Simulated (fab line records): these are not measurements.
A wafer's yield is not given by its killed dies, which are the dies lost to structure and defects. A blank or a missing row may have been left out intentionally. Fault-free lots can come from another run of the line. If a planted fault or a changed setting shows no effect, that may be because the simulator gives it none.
Chamber matching    flow nand harc    NHARC_P_GATE_DESCUM_93 on rie diel-07 has 4 sister chambers
The step chemistry O2, time 3 s. 30 wafers are shown with their chamber, then 12 later ones without.

WAFERS WITH THEIR CHAMBER
wafer   chamber  showerhead plenum p Torr (Torr)  oes product au (a.u.)  rf vpp V (V)
L077.3  2        1.81                             1.007                  57.3
L077.4  0        2.01                             0.996                  56.3
L077.6  3        1.94                             0.997                  58.2
L076.1  2        1.81                             1.013                  56.9
L076.3  0        2.01                             0.989                  57.9
L076.5  3        1.94                             1.005                  56.0
L076.2  3        1.94                             1.004                  57.2
L076.4  1        1.89                             0.993                  58.8
L076.6  2        1.81                             1.011                  57.0
L079.2  3        1.94                             1.007                  57.4
L079.3  1        1.89                             0.992                  56.8
L079.4  0        2.01                             0.984                  57.8
L078.2  1        1.89                             0.997                  58.2
L078.4  3        1.94                             1.003                  57.8
L078.5  0        2.01                             0.977                  58.8
L087.2  1        1.88                             1.003                  58.2
L087.3  2        1.81                             1.001                  57.8
L087.5  1        1.88                             0.999                  58.2
L086.1  3        1.94                             1.000                  59.5
L086.3  0        2.00                             0.976                  58.4
L086.6  1        1.88                             1.011                  57.8
L089.1  0        2.00                             0.962                  57.5
L089.3  2        1.81                             1.004                  56.7
L089.6  2        1.81                             1.003                  58.3
L090.2  0        2.00                             0.960                  57.5
L090.5  1        1.88                             0.995                  56.9
L090.6  0        2.00                             0.964                  57.2
L092.1  2        1.81                             1.006                  58.1
L092.3  3        1.93                             1.003                  59.3
L092.4  0        2.00                             0.977                  59.0

SIGNATURES, as means of the wafers listed above
reading                   chamber 0  chamber 1  chamber 2  chamber 3  scatter within a chamber
showerhead plenum p Torr  2.0044     1.8843     1.8100     1.9386     0.00429
oes product au            0.97611    0.99857    1.00643    1.00271    0.00802
rf vpp V                  57.822     57.843     57.443     57.914     0.881
Rule: for a wafer and a chamber, the distance is found by dividing, reading by reading, the gap between the wafer's reading and the chamber's mean by the reading's scatter, squaring, summing and taking the root. If the next closest chamber is less than 2 further off than the closest, the wafer can't be placed; otherwise it belongs to the closest. The scatter: the root of (the sum of the squares of (reading less its chamber's mean) over the shown wafers, divided by (wafers less chambers)).

WAFERS WITH NO CHAMBER GIVEN
wafer   showerhead plenum p Torr (Torr)  oes product au (a.u.)  rf vpp V (V)
L093.1  2.00                             0.977                  59.4
L093.5  1.93                             1.003                  57.4
L093.6  2.00                             0.976                  59.7
L095.1  1.93                             1.004                  58.3
L095.3  1.88                             1.001                  56.7
L095.4  2.00                             0.984                  59.0
L094.1  2.00                             0.976                  59.2
L094.2  1.81                             1.001                  58.7
L094.4  1.93                             1.012                  57.9
L097.2  2.00                             0.974                  58.3
L097.4  1.93                             0.977                  57.5
L097.5  2.00                             0.972                  57.9

WHICH CHAMBER EACH WENT THROUGH
wafer   from the rows above  in truth
L093.1  0                    0
L093.5  3                    3
L093.6  0                    0
L095.1  3                    3
L095.3  1                    1
L095.4  0                    0
L094.1  0                    0
L094.2  2                    2
L094.4  3                    3
L097.2  0                    0
L097.4  3                    3
L097.5  0                    0
Correctly placed: 12 of 12. Can't be placed from these rows: 0. Number placed wrongly: 0.
